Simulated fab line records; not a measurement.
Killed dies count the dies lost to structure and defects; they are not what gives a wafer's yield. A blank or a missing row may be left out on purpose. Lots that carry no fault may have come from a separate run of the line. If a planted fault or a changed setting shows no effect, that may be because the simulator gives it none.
Which of the tools did it? ; flow nand_harc ; Sampling: 12 lots, 36 wafers, 5 of 1302 route steps

== WHAT EACH GAUGE READ, for each wafer ==
NHARC_P_ZERO_WELL_CD_MEAS_24 targets a cd of 720 nm. Usual: cd_nm reads 718.7 nm (standard deviation 2.3).
lot;measured;on;cd_nm (nm);flag
L620;day 2 08:27;cd_sem-01;721.9 718.1 718.0;
L621;day 2 18:36;cd_sem-01;716.4 722.7 717.5;
L622;day 3 04:39;cd_sem-02;716.3 719.0 722.5;
L623;day 3 14:20;cd_sem-01;719.6 714.8 718.4;
L624;day 4 00:35;cd_sem-01;717.7 719.3 719.9;
L627;day 5 06:44;cd_sem-03;722.0 717.9 717.3;
L633;day 7 18:40;cd_sem-01;718.7 720.9 723.0;
L634;day 8 04:35;cd_sem-03;720.3 722.6 721.4;
L637;day 9 10:41;cd_sem-03;721.3 721.5 714.2;
L638;day 9 20:35;cd_sem-03;723.3 717.7 717.2;
L639;day 10 06:37;cd_sem-03;717.0 717.5 715.6;
L640;day 10 16:27;cd_sem-01;720.0 715.5 719.6;

NHARC_END_SORT_01. Usual: killed_at_array 61, standard deviation 26; killed_at_other 0.8, standard deviation 1.1; killed_at_periphery 4.0, standard deviation 2.6; killed_dies 66, standard deviation 26; killed_open 3.1, standard deviation 1.7; killed_short 2.5, standard deviation 1.5.
lot;measured;on;killed_at_array;killed_at_other;killed_at_periphery;killed_dies;killed_open;killed_short;flag
L621;day 24 23:31;prober-02;100 101 80;0 3 0;1 1 5;101 105 85;1 3 3;1 1 2;
L623;day 25 15:56;prober-02;88 97 80;0 0 0;589 580 597;677 677 677;4 3 5;3 4 2;OFF
L624;day 27 02:59;prober-02;46 46 41;1 2 0;630 629 636;677 677 677;2 5 1;1 2 4;OFF
L627;day 27 18:48;prober-02;83 103 125;2 1 0;1 2 7;86 106 132;2 3 2;4 2 2;
L633;day 30 16:12;prober-02;94 104 92;1 0 0;6 5 3;101 109 95;5 4 0;3 1 3;
L639;day 33 04:27;prober-01;44 38 50;3 1 1;2 0 2;49 39 53;5 1 2;1 4 1;

== EACH LOT AND THE TOOL THAT RAN IT (in order: tool; ch and the chambers of the sampled wafers; start) ==
lot;NHARC_P_ZERO_WELL_ETCH_62;NHARC_P_ZERO_WELL_IMPLANT_40;NHARC_P_STI_ETCH_42
L620;rie_diel-09 ch 1,3, day 2 08:27 or earlier;implanter-01 ch 0, day 2 10:26;rie_diel-05 ch 0,3, day 3 01:37
L621;rie_diel-09 ch 0,2,3, day 2 18:36 or earlier;implanter-02 ch 0, day 2 22:02;rie_diel-05 ch 1,2,3, day 3 16:22
L622;rie_diel-10 ch 0,2, day 3 04:39 or earlier;implanter-02 ch 0, day 3 06:35;rie_diel-05 ch 0,2, day 4 00:37
L623;rie_diel-10 ch 2,3, day 3 14:20 or earlier;implanter-01, day 3 16:18;-
L624;rie_diel-02 ch 0,2, day 4 00:35 or earlier;implanter-02, day 4 02:27;-
L627;rie_diel-10 ch 1,2,3, day 5 06:44 or earlier;implanter-01 ch 0, day 5 08:39;rie_diel-01 ch 0,1,3, day 6 06:45
L633;rie_diel-02 ch 0,1,3, day 7 18:40 or earlier;implanter-01 ch 0, day 7 20:32;rie_diel-01 ch 1,2, day 8 16:33
L634;rie_diel-09 ch 2,3, day 8 04:35 or earlier;implanter-01 ch 0, day 8 06:51;rie_diel-01 ch 0,2,3, day 9 01:35
L637;rie_diel-02 ch 0,3, day 9 10:41 or earlier;implanter-01 ch 0, day 9 12:38;rie_diel-05 ch 0,1,3, day 10 06:56
L638;rie_diel-02 ch 0,2,3, day 9 20:35 or earlier;implanter-02 ch 0, day 9 22:26;rie_diel-12 ch 1,2,3, day 10 17:44
L639;rie_diel-09 ch 0,1,3, day 10 06:37 or earlier;implanter-02 ch 0, day 10 08:29;rie_diel-05 ch 0,1,3, day 11 03:16
L640;rie_diel-10 ch 0,2,3, day 10 16:27 or earlier;implanter-02 ch 0, day 10 18:19;rie_diel-05 ch 1,2,3, day 11 14:15
- NHARC_P_ZERO_WELL_ETCH_62: etches the open film in CHF3/Ar, target depth 13 nm, time 6.5 s.
- NHARC_P_ZERO_WELL_IMPLANT_40
- NHARC_P_STI_ETCH_42: etches the open film in N2/H2, target depth 80 nm, overetch 24 nm, time 61 s.

== WHAT THE TOOLS THEMSELVES READ (means of the sampled wafers that have a number; where no wafer has one, the mark that the record gives instead) ==
NHARC_P_ZERO_WELL_ETCH_62. Usual: drypump_motor_current_A 5.9 A, standard deviation 0.38; oes_product_au 0.960 a.u., standard deviation 0.019; rf_vpp_V 369.8 V, standard deviation 2; showerhead_plenum_p_Torr 2.31 Torr, standard deviation 0.087; throttle_valve_pct 20.216 %, standard deviation 0.0098.
lot;tool;drypump_motor_current_A (A);oes_product_au (a.u.);rf_vpp_V (V);showerhead_plenum_p_Torr (Torr);throttle_valve_pct (%);flag
L620;rie_diel-09;6.1;0.951;370.7;2.35;20.228;
L621;rie_diel-09;6.0;0.970;370.5;2.33;20.215;
L622;rie_diel-10;5.7;0.961;370.8;2.35;20.211;
L623;rie_diel-10;5.9;0.963;370.1;2.35;20.222;
L624;rie_diel-02;6.2;0.919;367.1;2.18;20.212;
L627;rie_diel-10;5.7;0.941;371.4;2.37;20.218;
L633;rie_diel-02;5.8;0.958;369.2;2.30;20.220;
L634;rie_diel-09;5.9;0.961;369.5;2.32;20.212;
L637;rie_diel-02;5.7;0.935;368.0;2.25;20.207;
L638;rie_diel-02;6.0;0.963;367.8;2.21;20.215;
L639;rie_diel-09;6.0;0.976;370.8;2.34;20.214;
L640;rie_diel-10;5.9;0.959;369.4;2.32;20.208;

NHARC_P_ZERO_WELL_IMPLANT_40. Usual: beam_energy_keV 299.98, standard deviation 0.081; beam_on_s 10.01 s, standard deviation 0.18.
lot;tool;beam_energy_keV;beam_on_s (s);flag
L620;implanter-01;299.95;10.14;
L621;implanter-02;300.08;10.20;
L622;implanter-02;299.90;9.99;
L623;implanter-01;-;-;OFF
L624;implanter-02;-;-;OFF
L627;implanter-01;299.96;10.15;
L633;implanter-01;300.03;9.89;
L634;implanter-01;299.99;10.04;
L637;implanter-01;299.97;9.93;
L638;implanter-02;299.97;10.14;
L639;implanter-02;300.03;10.00;
L640;implanter-02;300.01;10.01;

NHARC_P_STI_ETCH_42. Usual: drypump_motor_current_A 5.7 A, standard deviation 0.5; h2_flow_sccm 150.0 sccm, standard deviation 0.46; oes_product_au 1.003 a.u., standard deviation 0.011; rf_vpp_V 431.3 V, standard deviation 2.6; showerhead_plenum_p_Torr 2.07 Torr, standard deviation 0.083; throttle_valve_pct 14.172 %, standard deviation 0.0091.
lot;tool;drypump_motor_current_A (A);h2_flow_sccm (sccm);oes_product_au (a.u.);rf_vpp_V (V);showerhead_plenum_p_Torr (Torr);throttle_valve_pct (%);flag
L620;rie_diel-05;5.6;150.5;1.016;431.4;2.07;14.174;
L621;rie_diel-05;5.3;149.7;0.996;433.3;2.13;14.173;
L622;rie_diel-05;5.5;149.9;0.996;433.8;2.17;14.177;
L627;rie_diel-01;6.1;150.2;1.005;430.8;2.05;14.181;
L633;rie_diel-01;6.5;150.3;1.005;429.2;2.04;14.166;
L634;rie_diel-01;6.0;149.8;1.012;430.5;2.02;14.171;
L637;rie_diel-05;5.6;150.3;1.000;432.1;2.11;14.172;
L638;rie_diel-12;5.4;150.2;1.014;428.9;1.97;14.167;
L639;rie_diel-05;5.6;150.3;1.000;432.3;2.11;14.172;
L640;rie_diel-05;5.3;150.2;0.987;432.7;2.13;14.171;

== THE ANSWER, worked out from the rows above alone ==
Rule: lot off if the mean of its wafers having a number is beyond 3 standard deviations from the usual mean. A lot without any number at a reading at which 4 lots or more have one is off too. All remaining lots with rows at the step are treated as sound. After the gauges, taken in route order, come the tools' own readings; for these a lot's mean is taken, as printed above. At the first step where some lot is off, the reading lying furthest off is the one used; lots without a number count as furthest.
Off: L623, L624, at NHARC_END_SORT_01 (killed_at_periphery). Neither off nor sound, because the step has no rows for them: L620, L622, L634, L637, L638, L640.
If a tool, at a process step before that reading, ran all the lots that are off and no sound lot after the first of them, it fits. Not tried: the gauges at NHARC_END_SORT_01; whatever is off there is also off at NHARC_P_ZERO_WELL_IMPLANT_40, on other tools, and gauge error can't account for it. Because NHARC_P_ZERO_WELL_ETCH_62 lacks a start for some lots, the hours and order of its lots are taken from NHARC_P_ZERO_WELL_CD_MEAS_24. Of those tried, none fits.

== WHAT THE SIMULATOR HAD PUT IN ==
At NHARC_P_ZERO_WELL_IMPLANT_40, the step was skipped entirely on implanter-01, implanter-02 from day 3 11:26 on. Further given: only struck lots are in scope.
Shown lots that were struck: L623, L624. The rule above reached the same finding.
